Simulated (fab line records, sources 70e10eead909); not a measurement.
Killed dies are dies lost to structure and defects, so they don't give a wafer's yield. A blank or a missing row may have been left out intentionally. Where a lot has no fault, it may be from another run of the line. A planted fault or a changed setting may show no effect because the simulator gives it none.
Which tool is to blame? | flow nand_harc | Sampling: 6 lots, 18 wafers, 4 of 1302 route steps

== WHAT THE GAUGES SHOWED, per wafer ==
NHARC_A_M1_INSPECT_11.
lot  | measured     | on                | raw_defect_count
L904 | day 23 12:41 | defect_inspect-02 | 84 73 91
L911 | day 27 12:10 | defect_inspect-01 | 71 69 77
L915 | day 28 10:44 | defect_inspect-01 | 455 143 134
L919 | day 30 00:01 | defect_inspect-02 | 38 39 41
L924 | day 31 13:08 | defect_inspect-02 | 56 67 53
L926 | day 32 10:07 | defect_inspect-01 | 80 75 60

== WHAT TOOL EACH LOT RAN ON (gives the tool, then ch and the chambers of the sampled wafers, and finally the start) ==
lot  | NHARC_A_M0_PVD_21                       | NHARC_A_M0_ANNEAL_30             | NHARC_A_M0_PRE_CLEAN_31
L904 | pvd_sputter-03, day 23 10:29 or earlier | rtp_anneal-02 ch 0, day 23 10:29 | pecvd-02 ch 0,2, day 23 11:22
L911 | pvd_sputter-03, day 27 09:41 or earlier | rtp_anneal-02 ch 0, day 27 09:41 | pecvd-02 ch 0,2, day 27 10:35
L915 | pvd_sputter-02, day 28 08:25 or earlier | rtp_anneal-02 ch 0, day 28 08:25 | pecvd-02 ch 0,2, day 28 09:19
L919 | pvd_sputter-02, day 29 21:40 or earlier | rtp_anneal-02 ch 0, day 29 21:40 | pecvd-03 ch 0,1,2, day 29 22:34
L924 | pvd_sputter-01, day 31 10:49 or earlier | rtp_anneal-01 ch 0, day 31 10:49 | pecvd-02 ch 0,1, day 31 11:43
L926 | pvd_sputter-01, day 32 07:48 or earlier | rtp_anneal-01 ch 0, day 32 07:48 | pecvd-02 ch 1,2, day 32 08:42
- NHARC_A_M0_PVD_21: deposits Cu, target thk 30 nm, time 20.49 s.
- NHARC_A_M0_ANNEAL_30: time 90 s.
- NHARC_A_M0_PRE_CLEAN_31: time 12 s.

== THE ANSWER, worked out from the rows above alone ==
Rule: what is usual is taken from the lots themselves. The widest of any qualifying gaps counts: lots, ordered by their means at a reading, are off when they make up no more than a third of the lots, leave a main group of 4 or more, and stand apart from it by 3 or more times the standard deviation of that group's means. If all means in a main group match to the digits the tables above print for the reading, that group is not used. Also off: a lot with no number at a reading for which 4 or more lots have one. Any other lot the step has rows for is counted as sound.
Off at NHARC_A_M1_INSPECT_11 (raw_defect_count): L915. Mean 65 and standard deviation 15 in the main group.
If a tool, at a process step before that reading, ran all the lots that are off and no sound lot after the first of them, it fits. Gauges at NHARC_A_M1_INSPECT_11: tried the same way as those tools. With no start given for some of its lots, NHARC_A_M0_PVD_21 uses the hours and lot order of NHARC_A_M0_ANNEAL_30. No candidate that was tried fits.

== WHAT THE SIMULATOR HAD INSERTED ==
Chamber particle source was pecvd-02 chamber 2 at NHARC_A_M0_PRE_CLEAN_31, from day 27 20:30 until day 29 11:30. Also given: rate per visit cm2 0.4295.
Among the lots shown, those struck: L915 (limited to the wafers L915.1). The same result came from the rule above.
